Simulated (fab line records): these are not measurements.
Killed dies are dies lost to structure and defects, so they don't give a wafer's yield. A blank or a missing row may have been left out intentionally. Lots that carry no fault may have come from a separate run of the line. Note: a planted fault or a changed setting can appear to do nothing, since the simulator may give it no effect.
A lot that was struck, set against a sound lot / flow nand-harc / 15 steps out of a route of 1302
Sound: wafers L666.2, L666.3, L666.4. Struck: wafer L684.3. (L684.1, L684.5 of the same lot were not struck and are left out.) The cause comes at the end.
Per side, at each step with rows, come the tool, then ch with its chambers, and then its first start. Under that, the readings that differ: sound wafers / struck wafers / difference of the means / sigmas: that difference in standard deviations of wafers without a fault.
alike: readings whose means differ by less than 2 such deviations, and words and numbers that are the same on both sides. not compared: withheld readings, readings that some wafer has no value for, bounds like >300 that may hide the same value, and numbers for which the record gives no deviation and whose values overlap.
A row with sigmas, a row that says differs or no value, or rows on one side alone: a step with any of these is where the two part. Non-overlapping numbers with no deviation appear without sigmas and do not part them. Lack of a reading on every wafer of one side parts them only where that side has two or more wafers.

first, 4 steps without rows for these wafers: NHARC_P_M2_EBR_05; NHARC_P_M2_EXPOSE_06 (exposes mask P M2, target cd 170 nm); NHARC_P_M2_PEB_07 (peb time 65 s); NHARC_P_M2_DEVELOP_08 (develop time 35 s).
NHARC_P_M2_CD_MEAS_09: target cd 170 nm.
  sound on cd-sem-03 ch 0, day 6 23:39; struck on cd-sem-01 ch 0, day 14 06:22
reading=cd-nm (nm); sound=170.0 170.1 169.5; struck=170.9; difference=+1.0; sigmas=+2
NHARC_P_M2_OVL_MEAS_10: pitch 340 nm.
  struck on overlay-01, day 14 06:27; sound on overlay-02, day 6 23:44
  alike: overlay-x-nm, overlay-y-nm
NHARC_P_M2_INSPECT_11:
  struck on defect-inspect-02, day 14 06:29; sound on defect-inspect-02, day 6 23:47
reading=raw-defect-count; sound=9 9 4; struck=2; difference=-5; sigmas=-2
NHARC_P_M2_DESCUM_14: chemistry O2, time 3 s.
  sound on rie-diel-08 ch 1,2,3, day 6 23:55; struck on rie-diel-13 ch 0, day 14 06:33
reading=rf-hours-counter-h (h); sound=5 6 5; struck=8; difference=+3; sigmas=
  alike: drypump-motor-current-A, mfc-ar-sccm, oes-product-au, rf-vpp-V, showerhead-plenum-p-Torr, throttle-valve-pct
NHARC_P_M2_ETCH_35: etches the open film in N2/H2, target depth 40 nm, overetch 12 nm, time 43.94 s.
  sound on rie-diel-08 ch 0,1,2, day 7 00:00; struck on rie-diel-13 ch 2, day 14 06:38
reading=oes-product-au (a.u.); sound=0.993 1.002 1.019; struck=1.021; difference=+0.016; sigmas=+2
reading=rf-hours-counter-h (h); sound=5 6 5; struck=7; difference=+2; sigmas=
  alike: drypump-motor-current-A, mfc-ar-sccm, n2-flow-sccm, rf-vpp-V, run-length-s, showerhead-plenum-p-Torr, throttle-valve-pct
NHARC_P_M2_ETCH_15: etches the open film in C4F8/Ar, target depth 182.5 nm, time 91.2 s.
  sound on rie-diel-08 ch 0,1,3; struck on rie-diel-13 ch 0
reading=rf-hours-counter-h (h); sound=6 6 5; struck=8; difference=+2; sigmas=
  alike: oes-product-au, rf-vpp-V, run-length-s
NHARC_P_M2_CD_MEAS_16:
  struck on cd-sem-02, day 14 06:51; sound on cd-sem-01, day 7 00:13
reading=cd-nm (nm); sound=169.1 169.1 168.6; struck=171.0; difference=+2.1; sigmas=+3
NHARC_P_M2_STRIP_18: strips in N2/H2.
  sound on rie-diel-13 ch 0,2,3, day 7 00:17; struck on rie-diel-09 ch 3, day 14 06:55
reading=rf-hours-counter-h (h); sound=9 8 8; struck=13; difference=+5; sigmas=
  alike: drypump-motor-current-A, mfc-ar-sccm, n2-flow-sccm, oes-product-au, rf-vpp-V, showerhead-plenum-p-Torr, throttle-valve-pct
NHARC_P_M2_ETCH_28: etches the open film in CF4/N2, target depth 30 nm, time 72.99 s.
  sound on rie-diel-13 ch 0,2,3, day 7 00:32; struck on rie-diel-09 ch 2, day 14 07:10
reading=drypump-motor-current-A (A); sound=5.8 6.2 6.2; struck=5.3; difference=-0.8; sigmas=-2
reading=rf-hours-counter-h (h); sound=9 8 8; struck=13; difference=+5; sigmas=
reading=run-length-s (s); sound=93.6 93.9 94.8; struck=76.5; difference=-17.6; sigmas=-44
reading=showerhead-plenum-p-Torr (Torr); sound=2.67 2.79 2.72; struck=2.48; difference=-0.25; sigmas=-2
  alike: mfc-ar-sccm, n2-flow-sccm, oes-product-au, rf-vpp-V, throttle-valve-pct
then, 1 step without rows for these wafers: NHARC_P_M2_STRIP_19 (strips in post etch residue remover, time 600 s).
-- the record jumps here: 18 days lie between the struck wafers' starts before and after (it left off in module P_M2 and takes up again in module END, whose first step shown is number 1302 of the route) --
NHARC_END_SORT_01:
  only the struck wafers appear in the record here, on prober-01 ch 0 at day 32 19:02; the sound ones have no rows

== WHERE THEY PART ==
First at NHARC_P_M2_CD_MEAS_09; last, within this record, at NHARC_END_SORT_01.

WHY: the cause the simulator had injected
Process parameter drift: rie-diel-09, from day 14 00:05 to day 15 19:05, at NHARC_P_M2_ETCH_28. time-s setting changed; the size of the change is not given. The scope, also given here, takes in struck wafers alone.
